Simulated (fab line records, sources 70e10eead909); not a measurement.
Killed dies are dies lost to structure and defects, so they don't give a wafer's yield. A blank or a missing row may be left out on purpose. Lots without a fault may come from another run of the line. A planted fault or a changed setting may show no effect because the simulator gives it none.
One fault seen from 2 desks | flow nand_harc | each desk has only its own numbers; what lay behind them comes last

THE TOOL OWNER'S DESK: rie_diel-13
The tool's own readings at NHARC_P_M1_ETCH_35 (etches the open film in N2/H2, target depth 40 nm, overetch 12 nm, time 43.94 s): means of the sampled wafers that have a number, for each lot that ran on this tool. A lot is out of limits, marked OUT, if its mean lies more than 4 standard deviations from the usual mean; the brackets give that distance.
Columns: A = bias_w at NHARC_P_M1_ETCH_35, usual 150.0 W; B = drypump_motor_current_A at NHARC_P_M1_ETCH_35, usual 5.6 A; C = oes_product_au at NHARC_P_M1_ETCH_35, usual 0.998 a.u.; D = rf_vpp_V at NHARC_P_M1_ETCH_35, usual 431.4 V; E = showerhead_plenum_p_Torr at NHARC_P_M1_ETCH_35, usual 2.07 Torr; F = throttle_valve_pct at NHARC_P_M1_ETCH_35, usual 14.172 %
lot  | first seen here | A     | B   | C                | D     | E    | F
L774 | day 5 21:43     | 150.2 | 5.3 | 1.005            | 430.1 | 2.03 | 14.163
L780 | day 7 17:37     | 150.3 | 5.2 | 1.006            | 429.8 | 2.02 | 14.176
L786 | day 9 15:35     | 150.3 | 5.4 | 0.943            | 430.8 | 2.03 | 14.176
L789 | day 9 18:20     | 150.3 | 5.2 | 0.940 (-4.1) OUT | 432.1 | 2.09 | 14.178
This desk's finding: out of limits on L789; first on L789, day 9 18:20 (oes_product_au at NHARC_P_M1_ETCH_35). In limits: L774, L780, L786.

THE METROLOGY DESK
What the gauges read, lot by lot, whatever tool the lot ran on: means of the sampled wafers that have a number. A lot is out of limits, marked OUT, if its mean lies more than 4 standard deviations from the usual mean; the brackets give that distance.
Columns: A = overlay_x_nm at NHARC_P_M1_OVL_MEAS_10, usual -0.1 nm; B = overlay_y_nm at NHARC_P_M1_OVL_MEAS_10, usual -0.1 nm
lot  | first seen here | A    | B
L774 | day 5 21:32     | -1.3 | -0.8
L776 | day 6 10:43     | 1.3  | -0.6
L779 | day 7 03:35     | -0.3 | 1.0
L778 | day 7 04:23     | 2.6  | -0.6
L780 | day 7 17:26     | -1.5 | -0.6
L786 | day 9 15:25     | -0.3 | -0.3
L789 | day 9 18:08     | 1.5  | 0.0
L790 | day 10 00:39    | -0.5 | -0.7
L792 | day 10 02:47    | -0.5 | -0.2
L791 | day 10 03:40    | -0.1 | 0.0
L794 | day 10 21:19    | -0.7 | 0.0
L796 | day 11 06:05    | -0.7 | -0.1
L795 | day 11 06:55    | -0.3 | -0.3
L797 | day 11 10:44    | -0.5 | 0.1
This desk's finding: nothing out of limits on any of the 14 lots.

PUT TOGETHER
The tool owner's desk could have raised an alarm at day 9 18:20, on L789.
The metrology desk saw nothing out of limits.
The metrology desk has L789 on record, within its limits.
Of the lots named, all ran NHARC_P_M1_ETCH_35 on rie_diel-13.

WHAT THE SIMULATOR HAD PUT IN
Process parameter drift: rie_diel-13, from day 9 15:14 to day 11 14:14, at NHARC_P_M1_ETCH_35. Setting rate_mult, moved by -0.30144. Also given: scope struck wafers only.
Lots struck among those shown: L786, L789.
Hours from the fault's start to each desk's first reading out of limits: the tool owner's desk, 3.
